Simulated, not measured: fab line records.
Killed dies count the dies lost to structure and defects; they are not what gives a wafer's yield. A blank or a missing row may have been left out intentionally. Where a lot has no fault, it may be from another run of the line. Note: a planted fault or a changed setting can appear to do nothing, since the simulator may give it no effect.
Chamber matching -- flow n5_finfet -- N5_BEOL_M4_ETCH_63 on rie_diel-01: 4 sister chambers
The step etches SiARC in CF4, target depth 15.6 nm, time 26 s. 16 wafers are shown with their chamber, then 8 later ones without.

## WAFERS WITH THEIR CHAMBER
wafer,chamber,showerhead_plenum_p_Torr (Torr),drypump_motor_current_A (A),throttle_valve_pct (%)
L075.2,3,2.20,6.7,15.98
L075.5,0,2.05,5.9,15.45
L075.6,3,2.20,6.6,15.95
L077.1,1,2.18,6.1,15.73
L077.4,0,2.05,5.9,15.45
L077.5,1,2.18,6.1,15.71
L078.3,0,2.04,5.9,15.46
L078.4,1,2.18,6.2,15.72
L078.5,2,2.06,5.6,15.60
L082.2,0,2.04,5.9,15.49
L082.4,2,2.05,5.6,15.64
L082.5,2,2.05,5.6,15.64
L083.1,1,2.17,6.2,15.76
L083.4,2,2.05,5.6,15.63
L083.5,3,2.20,6.7,16.01
L085.2,0,2.04,5.9,15.51

SIGNATURES (averages over the wafers above)
reading,chamber 0,chamber 1,chamber 2,chamber 3,scatter within a chamber
showerhead_plenum_p_Torr,2.0440,2.1775,2.0525,2.2000,0.00474
drypump_motor_current_A,5.900,6.150,5.600,6.667,0.0373
throttle_valve_pct,15.4720,15.7300,15.6275,15.9800,0.0244
Rule: for each reading, subtract the chamber's mean from the wafer's reading, divide by that reading's scatter and square the result; add these up over the readings and take the root, which gives the wafer's distance from the chamber. If the next closest chamber is less than 2 further off than the closest, the wafer can't be placed; otherwise it belongs to the closest. The scatter is the square root of a quotient: the sum, over the shown wafers, of each reading's squared deviation from its chamber's mean, divided by wafers minus chambers.

## WAFERS WITH NO CHAMBER GIVEN
wafer,showerhead_plenum_p_Torr (Torr),drypump_motor_current_A (A),throttle_valve_pct (%)
L085.3,2.05,5.6,15.66
L085.4,2.19,6.7,16.02
L087.1,2.17,6.2,15.78
L087.5,2.04,5.9,15.50
L087.6,2.19,6.7,16.02
L088.1,2.17,6.2,15.78
L088.2,2.04,5.9,15.51
L088.5,2.04,5.9,15.50

## WHICH CHAMBER EACH ONE RAN IN
wafer,from the rows above,in truth
L085.3,2,2
L085.4,3,3
L087.1,1,1
L087.5,0,0
L087.6,3,3
L088.1,1,1
L088.2,0,0
L088.5,0,0
8 of 8 placed correctly. Left unplaced by these rows: 0. 0 placed wrongly.
